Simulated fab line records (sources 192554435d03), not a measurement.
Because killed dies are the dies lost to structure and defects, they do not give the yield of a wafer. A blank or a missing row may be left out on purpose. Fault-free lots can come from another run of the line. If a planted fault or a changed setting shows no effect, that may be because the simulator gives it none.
fab line records -- flow n5Finfet
record lots=11, wafers=31, lastDay=20
route steps=1938 shown MOL_CONTACT_COAG@540 PASSIVATION@1936
lots with no fault: from the same line, run without faults
startH: hours from the record's first day to the start of the lot's first wafer shown -- waitH: how many hours have passed since the lot's step before this one -- " the same as in the row above -- L1.1+2: a row that stands for several wafers -- - value missing, or start not given -- * or withheld: withheld -- < > ~ a bound
route shown NAME@n: a module of which the file shows steps, and the number in the route of the first -- usual: mean and standard deviation over wafers with no fault -- same: alike in all rows -- chamber/n: place in a boat -- sites: the reading at each site -- _std_site: the standard deviation of these -- _edge_site: inner sites' mean taken away from outer sites' mean -- radiusMm: for every site, how far away it sits from the centre of the wafer -- mask NAME#n: copy n -- behind: tool/chamber where the wafer was last shaped -- hold: cause of the lot's hold/its duration in hours/its outcome -- device: the transistor (n, p or np) that didn't switch -- end of line: the route-end tests of the same wafers -- a step given without rows: its recipe and nothing more -- killed: count of dies lost to structure and defects at first sort (not the wafer's yield) -- map: per-die view of a wafer (x killed, . not killed, _ where there is no die)
set.NAME: the run value of the setting; set.NAME@STEP: its run value at that earlier step -- model.NAME: the simulator's own value behind a step, which no gauge read
the route's steps for a sample of lots (tables are steps, rows are wafers)
services: from which hour (startH, from the record's first day; less than 0 if before it) a tool's chamber was out of use, for how many hours, and why
## steps
# step N5_MOL_CONTACT_COAG_CD_MEAS_99
# recipe targetCdNm=17.2, polarity=opening
# usual cdNm=17.0/0.38
lot.wafer,tool,chamber,startH,waitH,cdNm
L377.3,cdSem-01,-,99.90,-,17.2
L377.5,cdSem-01,-,99.90,-,16.7
L377.6,cdSem-01,-,99.90,-,17.3
L378.4,cdSem-03,-,104.93,-,17.5
L378.5,cdSem-03,-,104.93,-,17.2
L382.1,cdSem-02,-,125.64,-,16.7
L382.3,cdSem-02,-,125.64,-,16.7
L382.6,cdSem-02,-,125.64,-,17.4
L383.2,cdSem-02,-,129.74,-,16.8
L383.3,cdSem-02,-,129.74,-,16.9
L383.4,cdSem-02,-,129.74,-,16.7
L385.2,cdSem-01,-,146.46,-,16.9
L385.6,cdSem-01,-,146.46,-,17.3
L386.1,cdSem-03,-,148.28,-,17.3
L386.4,cdSem-03,-,148.28,-,16.9
L386.6,cdSem-03,-,148.28,-,16.4
L387.1,cdSem-01,-,154.52,-,16.6
L387.2,cdSem-01,-,154.52,-,18.2
L387.4,cdSem-01,-,154.52,-,17.2
L388.2,cdSem-02,-,162.04,-,17.0
L388.4,cdSem-02,-,162.04,-,16.8
L388.6,cdSem-02,-,162.04,-,17.3
L389.1,cdSem-01,-,164.53,-,16.8
L389.2,cdSem-01,-,164.53,-,16.9
L389.4,cdSem-01,-,164.53,-,16.8
L397.2,cdSem-02,-,211.60,-,16.8
L397.4,cdSem-02,-,211.60,-,17.0
L397.5,cdSem-02,-,211.60,-,17.2
L398.2,cdSem-03,-,223.96,-,17.1
L398.3,cdSem-03,-,223.96,-,17.7
L398.4,cdSem-03,-,223.96,-,17.2
# step N5_MOL_CONTACT_COAG_PRE_CLEAN_141
# recipe gas=H2/He, timeS=60, tempC=300
# usual heaterPowerW=458/33
lot.wafer,tool,chamber,startH,waitH,heaterPowerW
L377.3,pvdSputter-03,-,101.85,0.1,461
L377.5,pvdSputter-03,-,101.85,0.1,446
L377.6,pvdSputter-03,-,101.85,0.1,500
L378.4,pvdSputter-02,-,106.27,0.2,400
L378.5,pvdSputter-02,-,106.27,0.2,477
L382.1,pvdSputter-03,-,129.61,0.4,423
L382.3,pvdSputter-03,-,129.61,0.4,452
L382.6,pvdSputter-03,-,129.61,0.4,473
L383.2,pvdSputter-02,-,132.35,1.0,441
L383.3,pvdSputter-02,-,132.35,1.0,482
L383.4,pvdSputter-02,-,132.35,1.0,437
L385.2,pvdSputter-02,-,149.38,1.6,421
L385.6,pvdSputter-02,-,149.38,1.6,418
L386.1,pvdSputter-03,-,149.94,0.3,457
L386.4,pvdSputter-03,-,149.94,0.3,440
L386.6,pvdSputter-03,-,149.94,0.3,443
L387.1,pvdSputter-03,-,156.16,0.6,504
L387.2,pvdSputter-03,-,156.16,0.6,452
L387.4,pvdSputter-03,-,156.16,0.6,438
L388.2,pvdSputter-02,-,164.13,0.2,426
L388.4,pvdSputter-02,-,164.13,0.2,481
L388.6,pvdSputter-02,-,164.13,0.2,403
L389.1,pvdSputter-03,-,167.43,0.8,462
L389.2,pvdSputter-03,-,167.43,0.8,505
L389.4,pvdSputter-03,-,167.43,0.8,426
L397.2,pvdSputter-03,-,213.49,0.6,467
L397.4,pvdSputter-03,-,213.49,0.6,491
L397.5,pvdSputter-03,-,213.49,0.6,499
L398.2,pvdSputter-03,-,226.81,1.3,494
L398.3,pvdSputter-03,-,226.81,1.3,436
L398.4,pvdSputter-03,-,226.81,1.3,475
# step N5_MOL_CONTACT_COAG_ALD_123
# recipe material=SiNx, targetThkA=50, tempC=400, aldPrecursorFamily=SiH2I2, aldCoReactant=N2/H2-plasma, pulseTimeS=1, purgeTimeS=2, coReactantPurgeTimeS=2, aldCycles=100, pressureTorr=2
# usual heaterPowerW=896/110, precursorPulseHeightRel=1.003/0.019
# same purgeTimeS=2
lot.wafer,tool,chamber,startH,waitH,heaterPowerW,precursorPulseHeightRel
L377.3,aldSin-03,0,106.58,0.0,783,1.008
L377.5,aldSin-03,1,106.58,0.0,818,1.038
L377.6,aldSin-03,0,106.58,0.0,778,1.007
L378.4,aldSin-02,1,111.50,0.3,918,1.030
L378.5,aldSin-02,0,111.50,0.3,701,1.028
L382.1,aldSin-03,0,136.47,0.0,791,1.021
L382.3,aldSin-03,1,136.47,0.0,796,1.010
L382.6,aldSin-03,1,136.47,0.0,801,0.989
L383.2,aldSin-04,2,137.91,0.0,803,1.032
L383.3,aldSin-04,3,137.91,0.0,1027,0.993
L383.4,aldSin-04,1,137.91,0.0,1060,0.973
L385.2,aldSin-04,0,154.89,0.0,910,1.006
L385.6,aldSin-04,0,154.89,0.0,920,0.960
L386.1,aldSin-04,1,155.87,0.8,1058,1.008
L386.4,aldSin-04,3,155.87,0.8,1043,0.970
L386.6,aldSin-04,1,155.87,0.8,1045,0.988
L387.1,aldSin-03,3,162.84,0.0,923,1.014
L387.2,aldSin-03,0,162.84,0.0,788,1.003
L387.4,aldSin-03,2,162.84,0.0,961,0.964
L388.2,aldSin-03,0,169.69,0.0,807,1.020
L388.4,aldSin-03,1,169.69,0.0,798,1.002
L388.6,aldSin-03,0,169.69,0.0,790,1.020
L389.1,aldSin-04,0,174.38,0.0,907,1.008
L389.2,aldSin-04,2,174.38,0.0,790,0.975
L389.4,aldSin-04,1,174.38,0.0,1060,0.996
L397.2,aldSin-02,3,221.02,0.9,856,0.989
L397.4,aldSin-02,2,221.02,0.9,776,1.041
L397.5,aldSin-02,1,221.02,0.9,941,0.979
L398.2,aldSin-02,2,235.34,0.5,757,1.000
L398.3,aldSin-02,0,235.34,0.5,716,0.974
L398.4,aldSin-02,1,235.34,0.5,939,1.023
# step N5_MOL_CONTACT_COAG_COAT_77
# recipe resist=underlayer, tempC=205, timeS=60, spinRpm=1500, resistThkNm=10
# usual spinSpeedRpm=1499.8/0.94
lot.wafer,tool,chamber,startH,waitH,spinSpeedRpm
L377.3,lithoTrack-01,0,107.16,-,1502.4
L377.5,lithoTrack-01,0,107.16,-,1500.7
L377.6,lithoTrack-01,0,107.16,-,1500.3
L378.4,lithoTrack-03,0,112.07,-,1501.3
L378.5,lithoTrack-03,0,112.07,-,1499.9
L382.1,lithoTrack-01,0,137.05,-,1499.1
L382.3,lithoTrack-01,0,137.05,-,1499.9
L382.6,lithoTrack-01,0,137.05,-,1500.6
L383.2,lithoTrack-01,0,138.48,-,1499.3
L383.3,lithoTrack-01,0,138.48,-,1501.6
L383.4,lithoTrack-01,0,138.48,-,1499.8
L385.2,lithoTrack-01,0,155.45,-,1497.9
L385.6,lithoTrack-01,0,155.45,-,1499.6
L386.1,lithoTrack-01,0,156.44,-,1499.5
L386.4,lithoTrack-01,0,156.44,-,1500.1
L386.6,lithoTrack-01,0,156.44,-,1500.2
L387.1,lithoTrack-03,0,163.41,-,1499.0
L387.2,lithoTrack-03,0,163.41,-,1499.4
L387.4,lithoTrack-03,0,163.41,-,1499.5
L388.2,lithoTrack-01,0,170.27,-,1187.4
L388.4,lithoTrack-01,0,170.27,-,1187.7
L388.6,lithoTrack-01,0,170.27,-,1188.1
L389.1,lithoTrack-01,0,174.95,-,1187.5
L389.2,lithoTrack-01,0,174.95,-,1187.5
L389.4,lithoTrack-01,0,174.95,-,1187.7
L397.2,lithoTrack-02,0,221.60,-,1498.4
L397.4,lithoTrack-02,0,221.60,-,1501.1
L397.5,lithoTrack-02,0,221.60,-,1497.6
L398.2,lithoTrack-01,0,235.90,-,1500.1
L398.3,lithoTrack-01,0,235.90,-,1499.8
L398.4,lithoTrack-01,0,235.90,-,1499.0
# step N5_MOL_CONTACT_COAG_ETCH_89
# recipe chemistry=N2/H2, target=underlayer, targetDepthA=130, maskMaterial=CAR-EUV, timeS=10.4, ionEnergyEv=200, pressureMtorr=30, sourceW=840, biasW=150, n2FlowSccm=200, h2FlowSccm=200, ends=cleared
# usual drypumpMotorCurrentA=5.6/0.42, etchRfOnTimeS=10.38/0.28, oesProductAu=0.64/0.05, rfVppV=523.3/2.7, showerheadPlenumPTorr=2.51/0.1, throttleValvePct=17.83/0.22
lot.wafer,tool,chamber,startH,waitH,drypumpMotorCurrentA,etchRfOnTimeS,oesProductAu,rfHoursCounterH,rfVppV,showerheadPlenumPTorr,throttleValvePct
L377.3,rieDiel-01,1,107.72,0.0,5.8,10.55,0.71,87,527.8,2.70,17.73
L377.5,rieDiel-01,2,107.72,0.0,5.1,10.22,0.62,-,525.4,2.56,18.30
L377.6,rieDiel-01,3,107.72,0.0,5.1,10.43,0.68,-,521.8,2.43,17.69
L378.4,rieDiel-04,3,112.50,0.0,5.5,9.84,0.70,126,520.6,2.44,17.73
L378.5,rieDiel-04,1,112.50,0.0,6.2,10.60,0.64,-,520.2,2.44,18.04
L382.1,rieDiel-05,1,137.61,0.0,6.2,9.97,0.68,119,523.3,2.53,17.99
L382.3,rieDiel-05,2,137.61,0.0,5.3,10.58,0.60,203,526.4,2.58,17.59
L382.6,rieDiel-05,2,137.61,0.0,5.3,10.49,0.61,-,526.1,2.59,17.60
L383.2,rieDiel-05,2,139.23,0.0,5.3,10.69,0.60,203,525.1,2.59,17.61
L383.3,rieDiel-05,3,139.23,0.0,5.5,10.72,0.58,216,519.9,2.38,17.55
L383.4,rieDiel-05,1,139.23,0.0,6.2,10.19,0.68,120,524.5,2.53,17.99
L385.2,rieDiel-01,2,156.01,0.0,5.2,10.35,0.61,198,522.8,2.55,18.30
L385.6,rieDiel-01,0,156.01,0.0,6.3,10.14,0.60,-,523.6,2.59,17.92
L386.1,rieDiel-05,3,157.15,0.0,5.5,10.43,0.58,223,521.3,2.37,17.56
L386.4,rieDiel-05,1,157.15,0.0,6.2,9.94,0.68,127,523.7,2.52,17.99
L386.6,rieDiel-05,3,157.15,0.0,5.5,10.41,0.59,-,520.7,2.37,17.55
L387.1,rieDiel-01,1,164.53,0.0,5.8,10.59,0.69,104,527.9,2.70,17.77
L387.2,rieDiel-01,3,164.53,0.0,5.1,10.49,0.67,130,521.6,2.42,17.73
L387.4,rieDiel-01,0,164.53,0.0,6.3,10.13,0.60,229,525.0,2.59,17.93
L388.2,rieDiel-01,3,170.88,0.0,5.0,12.01,0.66,132,521.6,2.42,17.74
L388.4,rieDiel-01,1,170.88,0.0,5.8,12.16,0.68,106,526.4,2.70,17.77
L388.6,rieDiel-01,3,170.88,0.0,5.1,11.94,0.67,-,520.7,2.42,17.73
L389.1,rieDiel-04,2,176.00,0.0,5.6,11.07,0.79,28,524.4,2.58,17.88
L389.2,rieDiel-04,1,176.00,0.0,6.2,11.80,0.63,174,522.9,2.43,18.08
L389.4,rieDiel-04,3,176.00,0.0,5.5,11.23,0.68,144,520.7,2.43,17.75
L397.2,rieDiel-01,2,222.15,0.0,5.1,10.34,0.60,214,522.7,2.54,18.35
L397.4,rieDiel-01,1,222.15,0.0,5.9,10.86,0.66,125,527.3,2.69,17.78
L397.5,rieDiel-01,1,222.15,0.0,5.8,10.69,0.67,-,526.2,2.69,17.80
L398.2,rieDiel-05,1,236.58,0.0,6.2,9.73,0.67,153,525.2,2.51,18.03
L398.3,rieDiel-05,2,236.58,0.0,5.3,10.45,0.59,236,526.3,2.57,17.65
L398.4,rieDiel-05,0,236.58,0.0,5.1,10.37,0.63,204,521.9,2.42,17.85
# step N5_PASSIVATION_PROBE_49
# usual killed_at_M0_to_M3=36/10, killed_at_M4_up=14/5.2, killedAtContacts=12/6, killedAtFrontEnd=37/10, killedAtOther=4/3.3, killedDies=104/18, killedOpen=68/14, killedShort=34/7.4
# same grossDies=1180, killedAtBackSide=0
lot.wafer,tool,chamber,startH,waitH,killed_at_M0_to_M3,killed_at_M4_up,killedAtContacts,killedAtFrontEnd,killedAtOther,killedDies,killedOpen,killedShort
L377.3,prober-01,-,319.01,0.1,39,14,21,58,4,136,90,44
L377.5,prober-01,-,319.11,0.2,31,21,12,56,11,131,82,42
L377.6,prober-01,-,319.16,0.3,44,23,16,35,0,118,82,31
L378.4,prober-01,-,338.42,0.2,28,8,6,31,6,79,53,26
L378.5,prober-01,-,338.47,0.2,18,13,14,16,3,64,42,22
L385.2,prober-02,-,347.36,0.1,37,15,11,45,3,111,79,29
L385.6,prober-02,-,347.56,0.3,30,16,10,38,4,98,64,30
L382.1,prober-01,-,362.77,0.0,37,13,16,72,4,142,102,40
L382.3,prober-01,-,362.87,0.1,47,10,23,51,3,134,85,49
L382.6,prober-01,-,363.02,0.3,23,9,20,39,3,94,58,35
L386.1,prober-01,-,375.60,0.0,28,16,9,40,3,96,62,34
L386.4,prober-01,-,375.75,0.2,24,16,7,34,1,82,50,31
L386.6,prober-01,-,375.85,0.3,40,10,8,44,1,103,63,40
L383.2,prober-01,-,378.03,0.1,28,11,13,42,4,98,64,32
L383.3,prober-01,-,378.08,0.1,39,25,12,39,4,119,88,30
L383.4,prober-01,-,378.13,0.2,24,18,8,37,5,92,59,32
L387.1,prober-01,-,388.69,0.0,49,19,12,28,0,108,65,43
L387.2,prober-01,-,388.74,0.1,35,13,10,36,0,94,65,28
L387.4,prober-01,-,388.84,0.2,26,11,11,35,2,85,57,28
L389.1,prober-01,-,401.20,0.0,41,15,2,34,4,96,67,29
L389.2,prober-01,-,401.25,0.1,33,22,9,35,4,103,67,33
L389.4,prober-01,-,401.35,0.2,24,11,9,27,3,74,48,24
L388.2,prober-02,-,419.64,0.1,24,12,25,29,2,92,55,36
L388.4,prober-02,-,419.74,0.2,30,21,9,43,4,107,60,47
L388.6,prober-02,-,419.84,0.3,35,21,17,28,2,103,75,28
L398.2,prober-01,-,481.84,0.1,36,10,9,33,5,93,68,25
L398.3,prober-01,-,481.89,0.1,29,13,9,32,3,86,60,26
L398.4,prober-01,-,481.94,0.2,30,3,7,34,0,74,57,15
L397.2,prober-02,-,488.71,0.1,50,12,18,30,3,113,75,38
L397.4,prober-02,-,488.81,0.2,35,19,13,28,8,103,65,36
L397.5,prober-02,-,488.86,0.2,52,10,14,19,6,101,61,40
# killed by level:class
L377.3 STI_FIN_REVEAL:geometricParticle:open=21 MOL_CONTACT_COAG:geometricParticle:open=16 BEOL_M0_SAQP:geometricParticle:short=10 STI_FIN_REVEAL:geometricParticle:short=9 BEOL_M2:geometricParticle:open=9 FIN_SAQP:geometricParticle:short=7 BEOL_M0_SAQP:geometricParticle:open=7 FIN_SAQP:geometricParticle:open=6
L377.5 FIN_SAQP:geometricParticle:open=15 MOL_CONTACT_COAG:geometricParticle:open=12 FIN_SAQP:geometricParticle:short=9 BEOL_M0_SAQP:geometricParticle:short=9 BEOL_M1:geometricParticle:open=8 BEOL_M4:geometricParticle:open=8 STI_FIN_REVEAL:geometricParticle:open=6 BEOL_M0_SAQP:geometricParticle:open=6
L377.6 BEOL_M4:geometricParticle:open=17 MOL_CONTACT_COAG:geometricParticle:open=13 BEOL_M3:geometricParticle:open=13 FIN_SAQP:geometricParticle:open=8 BEOL_M0_SAQP:geometricParticle:short=7 BEOL_M0_SAQP:geometricParticle:open=6 BEOL_M1:geometricParticle:open=6 BEOL_M1:geometricParticle:short=4
L378.4 BEOL_M2:geometricParticle:open=7 STI_FIN_REVEAL:geometricParticle:open=6 FIN_SAQP:geometricParticle:short=5 GATE_CUT:geometricParticle:short=5 MOL_CONTACT_COAG:geometricParticle:open=5 BEOL_M0_SAQP:geometricParticle:open=5 BEOL_M1:geometricParticle:open=5 FIN_SAQP:geometricParticle:open=3
L378.5 MOL_CONTACT_COAG:geometricParticle:open=12 GATE_CUT:geometricParticle:short=6 BEOL_M1:geometricParticle:open=5 FIN_SAQP:geometricParticle:open=4 BEOL_M0_SAQP:geometricParticle:short=4 BEOL_M4:geometricParticle:open=4 BEOL_M2:geometricParticle:open=3 BEOL_M7:geometricParticle:open=3
L385.2 STI_FIN_REVEAL:geometricParticle:open=16 BEOL_M3:geometricParticle:open=12 MOL_CONTACT_COAG:geometricParticle:open=10 FIN_SAQP:geometricParticle:short=7 BEOL_M2:geometricParticle:open=7 GATE_CUT:geometricParticle:short=5 BEOL_M1:geometricParticle:open=5 FIN_SAQP:geometricParticle:open=4
L385.6 FIN_SAQP:geometricParticle:open=10 STI_FIN_REVEAL:geometricParticle:open=7 MOL_CONTACT_COAG:geometricParticle:open=7 BEOL_M0_SAQP:geometricParticle:open=6 BEOL_M2:geometricParticle:open=6 BEOL_M3:geometricParticle:open=5 BEOL_M0_SAQP:geometricParticle:short=4 BEOL_M1:geometricParticle:open=4
L382.1 FIN_SAQP:geometricParticle:open=23 STI_FIN_REVEAL:geometricParticle:open=23 MOL_CONTACT_COAG:geometricParticle:open=12 FIN_SAQP:geometricParticle:short=11 BEOL_M2:geometricParticle:open=9 BEOL_M0_SAQP:geometricParticle:short=7 BEOL_M3:geometricParticle:open=6 STARTING-WAFER:geometricParticle:open=5
L382.3 FIN_SAQP:geometricParticle:open=19 MOL_CONTACT_COAG:geometricParticle:open=15 BEOL_M2:geometricParticle:open=14 FIN_SAQP:geometricParticle:short=12 BEOL_M0_SAQP:geometricParticle:short=10 MOL_CONTACT_COAG:geometricParticle:short=8 ILD0:geometricParticle:short=7 BEOL_M0_SAQP:geometricParticle:open=6
L382.6 MOL_CONTACT_COAG:geometricParticle:open=15 BEOL_M3:geometricParticle:open=9 FIN_SAQP:geometricParticle:short=8 STI_FIN_REVEAL:geometricParticle:open=7 FIN_SAQP:geometricParticle:open=6 GATE_CUT:geometricParticle:short=5 MOL_CONTACT_COAG:geometricParticle:short=5 DUMMY_GATE:geometricParticle:short=4
L386.1 FIN_SAQP:geometricParticle:short=12 FIN_SAQP:geometricParticle:open=9 BEOL_M0_SAQP:geometricParticle:open=8 MOL_CONTACT_COAG:geometricParticle:open=7 ILD0:geometricParticle:open=5 BEOL_M0_SAQP:geometricParticle:short=5 BEOL_M2:geometricParticle:open=5 GATE_CUT:geometricParticle:short=4
L386.4 FIN_SAQP:geometricParticle:short=15 FIN_SAQP:geometricParticle:open=8 BEOL_M0_SAQP:geometricParticle:open=7 MOL_CONTACT_COAG:geometricParticle:open=6 BEOL_M0_SAQP:geometricParticle:short=6 BEOL_M3:geometricParticle:open=6 BEOL_M4:geometricParticle:open=6 STARTING-WAFER:geometricParticle:short=3
L386.6 FIN_SAQP:geometricParticle:short=11 BEOL_M0_SAQP:geometricParticle:open=11 BEOL_M0_SAQP:geometricParticle:short=11 BEOL_M3:geometricParticle:open=11 FIN_SAQP:geometricParticle:open=10 GATE_CUT:geometricParticle:short=7 MOL_CONTACT_COAG:geometricParticle:open=7 ILD0:geometricParticle:short=5
L383.2 FIN_SAQP:geometricParticle:short=15 BEOL_M2:geometricParticle:open=13 FIN_SAQP:geometricParticle:open=11 MOL_CONTACT_COAG:geometricParticle:open=11 STI_FIN_REVEAL:geometricParticle:open=8 BEOL_M3:geometricParticle:open=6 BEOL_M0_SAQP:geometricParticle:short=4 BEOL_M0_SAQP:geometricParticle:open=3
L383.3 BEOL_M4:geometricParticle:open=16 MOL_CONTACT_COAG:geometricParticle:open=10 BEOL_M0_SAQP:geometricParticle:open=9 BEOL_M2:geometricParticle:open=9 FIN_SAQP:geometricParticle:open=8 STI_FIN_REVEAL:geometricParticle:open=8 BEOL_M1:geometricParticle:open=7 FIN_SAQP:geometricParticle:short=6
L383.4 STI_FIN_REVEAL:geometricParticle:open=8 BEOL_M0_SAQP:geometricParticle:short=7 MOL_CONTACT_COAG:geometricParticle:open=6 BEOL_M0_SAQP:geometricParticle:open=6 BEOL_M4:geometricParticle:open=6 DUMMY_GATE:geometricParticle:open=5 GATE_CUT:geometricParticle:short=5 BEOL_M3:geometricParticle:open=4
L387.1 BEOL_M0_SAQP:geometricParticle:short=12 BEOL_M3:geometricParticle:open=11 MOL_CONTACT_COAG:geometricParticle:open=9 BEOL_M4:geometricParticle:open=7 STI_FIN_REVEAL:geometricParticle:open=6 BEOL_M0_SAQP:geometricParticle:open=6 FIN_SAQP:geometricParticle:short=5 BEOL_M1:geometricParticle:open=5
L387.2 BEOL_M3:geometricParticle:open=11 MOL_CONTACT_COAG:geometricParticle:open=8 BEOL_M1:geometricParticle:open=8 FIN_SAQP:geometricParticle:short=5 STI_FIN_REVEAL:geometricParticle:open=5 ILD0:geometricParticle:short=5 BEOL_M0_SAQP:geometricParticle:open=5 BEOL_M0_SAQP:geometricParticle:short=5
L387.4 MOL_CONTACT_COAG:geometricParticle:open=11 BEOL_M3:geometricParticle:open=10 FIN_SAQP:geometricParticle:open=8 STI_FIN_REVEAL:geometricParticle:open=8 FIN_SAQP:geometricParticle:short=7 GATE_CUT:geometricParticle:short=6 BEOL_M2:geometricParticle:open=6 BEOL_M0_SAQP:geometricParticle:open=3
L389.1 BEOL_M0_SAQP:geometricParticle:short=14 STI_FIN_REVEAL:geometricParticle:open=10 BEOL_M3:geometricParticle:open=10 FIN_SAQP:geometricParticle:open=7 BEOL_M0_SAQP:geometricParticle:open=7 BEOL_M4:geometricParticle:open=6 FIN_SAQP:geometricParticle:short=4 BEOL_M7:geometricParticle:open=4
L389.2 BEOL_M4:geometricParticle:open=13 BEOL_M0_SAQP:geometricParticle:open=12 MOL_CONTACT_COAG:geometricParticle:open=9 STI_FIN_REVEAL:geometricParticle:open=8 BEOL_M0_SAQP:geometricParticle:short=7 FIN_SAQP:geometricParticle:short=6 FIN_SAQP:geometricParticle:open=5 DUMMY_GATE:geometricParticle:open=4
L389.4 BEOL_M0_SAQP:geometricParticle:open=9 FIN_SAQP:geometricParticle:open=7 MOL_CONTACT_COAG:geometricParticle:open=7 BEOL_M0_SAQP:geometricParticle:short=6 BEOL_M0:geometricParticle:open=4 STARTING-WAFER:geometricParticle:short=4 GATE_CUT:geometricParticle:open=3 GATE_CUT:geometricParticle:short=3
L388.2 MOL_CONTACT_COAG:geometricParticle:open=20 FIN_SAQP:geometricParticle:short=5 MOL_CONTACT_COAG:geometricParticle:short=5 BEOL_M0_SAQP:geometricParticle:open=5 BEOL_M3:geometricParticle:short=5 DUMMY_GATE:geometricParticle:open=4 BEOL_M5:geometricParticle:short=4 BEOL_M0_SAQP:geometricParticle:short=4
L388.4 FIN_SAQP:geometricParticle:open=13 BEOL_M0_SAQP:geometricParticle:open=9 BEOL_M0_SAQP:geometricParticle:short=9 MOL_CONTACT_COAG:geometricParticle:open=6 BEOL_M5:geometricParticle:short=6 FIN_SAQP:geometricParticle:short=5 ILD0:geometricParticle:short=5 DUMMY_GATE:geometricParticle:open=4
L388.6 MOL_CONTACT_COAG:geometricParticle:open=15 BEOL_M0_SAQP:geometricParticle:open=15 DUMMY_GATE:geometricParticle:open=7 BEOL_M4:geometricParticle:open=7 BEOL_M3:geometricParticle:open=6 BEOL_M0_SAQP:geometricParticle:short=6 FIN_SAQP:geometricParticle:open=5 ILD0:geometricParticle:short=5
L398.2 BEOL_M3:geometricParticle:open=12 MOL_CONTACT_COAG:geometricParticle:open=9 STI_FIN_REVEAL:geometricParticle:open=7 BEOL_M0_SAQP:geometricParticle:open=7 FIN_SAQP:geometricParticle:open=5 BEOL_M2:geometricParticle:open=5 FIN_SAQP:geometricParticle:short=4 BEOL_M4:geometricParticle:open=4
L398.3 MOL_CONTACT_COAG:geometricParticle:open=8 DUMMY_GATE:geometricParticle:open=7 STI_FIN_REVEAL:geometricParticle:open=5 BEOL_M0_SAQP:geometricParticle:short=5 BEOL_M0:geometricParticle:open=5 BEOL_M3:geometricParticle:open=5 FIN_SAQP:geometricParticle:open=4 BEOL_M1:geometricParticle:open=4
L398.4 FIN_SAQP:geometricParticle:open=10 BEOL_M3:geometricParticle:open=10 DUMMY_GATE:geometricParticle:open=7 MOL_CONTACT_COAG:geometricParticle:open=6 STI_FIN_REVEAL:geometricParticle:open=5 BEOL_M0_SAQP:geometricParticle:open=5 BEOL_M1:geometricParticle:open=4 BEOL_M0_SAQP:geometricParticle:short=3
L397.2 MOL_CONTACT_COAG:geometricParticle:open=15 FIN_SAQP:geometricParticle:short=12 BEOL_M0_SAQP:geometricParticle:short=12 BEOL_M0_SAQP:geometricParticle:open=11 BEOL_M2:geometricParticle:open=9 BEOL_M1:geometricParticle:open=7 FIN_SAQP:geometricParticle:open=6 BEOL_M0:geometricParticle:open=5
L397.4 MOL_CONTACT_COAG:geometricParticle:open=12 FIN_SAQP:geometricParticle:short=10 BEOL_M0_SAQP:geometricParticle:open=10 BEOL_M2:geometricParticle:open=8 BEOL_M4:geometricParticle:open=5 BEOL_M0_SAQP:geometricParticle:short=4 BEOL_M4:geometricParticle:short=4 MIM_TOP_ETCH:geometricParticle:short=4
L397.5 MOL_CONTACT_COAG:geometricParticle:open=12 BEOL_M0_SAQP:geometricParticle:short=10 BEOL_M0_SAQP:geometricParticle:open=10 BEOL_M2:geometricParticle:open=10 GATE_CUT:geometricParticle:short=5 BEOL_M0:geometricParticle:open=5 BEOL_M1:geometricParticle:short=4 BEOL_M3:geometricParticle:open=4
## services
tool,chamber,startH,hours,kind
aldSin-04,-,85.32,14.0,pm
aldSin-04,0,85.32,14.0,ventCycle
aldSin-04,1,85.32,14.0,ventCycle
aldSin-04,2,85.32,14.0,ventCycle
aldSin-04,3,85.32,14.0,ventCycle
aldSin-04,0,99.32,-,clean
aldSin-04,1,99.32,-,clean
aldSin-04,2,99.32,-,clean
aldSin-04,3,99.32,-,clean
pvdSputter-03,-,99.50,1.7,repair
aldSin-04,2,102.73,16.2,repair
aldSin-02,0,137.06,5.4,repair
aldSin-02,3,141.38,19.9,repair
rieDiel-01,2,171.91,16.9,repair
rieDiel-04,2,196.85,3.7,repair
rieDiel-01,0,223.62,-,clean
rieDiel-01,0,223.62,-,consumableReplace:focusRing
rieDiel-01,0,223.62,32.8,scheduledDown
rieDiel-01,0,223.62,32.8,ventCycle
## key
firstSign step=N5_MOL_CONTACT_COAG_COAT_77, reading=spinSpeedRpm, direction=down, sigmas=99+, usual=*, struck=*
effect step=N5_MOL_CONTACT_COAG_ETCH_89, reading=etchRfOnTimeS, direction=up, sigmas=4.7, usual=*, struck=*
metAt N5_MOL_CONTACT_COAG_COAT_77
struckLots L388,L389
testerLeftOut L388,L389
notActingAt N5_MOL_CONTACT_COAG_CD_MEAS_99,N5_MOL_CONTACT_COAG_PRE_CLEAN_141,N5_MOL_CONTACT_COAG_ALD_123
onsetBetween 156.44 170.27
fault kind=processParameterDrift, tool=lithoTrack-01, chamber=-, onsetH=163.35, steps=N5_MOL_CONTACT_COAG_COAT_77, channel=spinRpm, offset=*, shape=step, endH=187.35, actsIn=*, stated=*
# testerLeftOut: of these lots the tester's yield and bins aren't shown, on N5 and GAA mostly nor the transistor test; their killed dies are dies lost to structure and defects alone, not to doping, threshold or leakage, so they don't give the yield
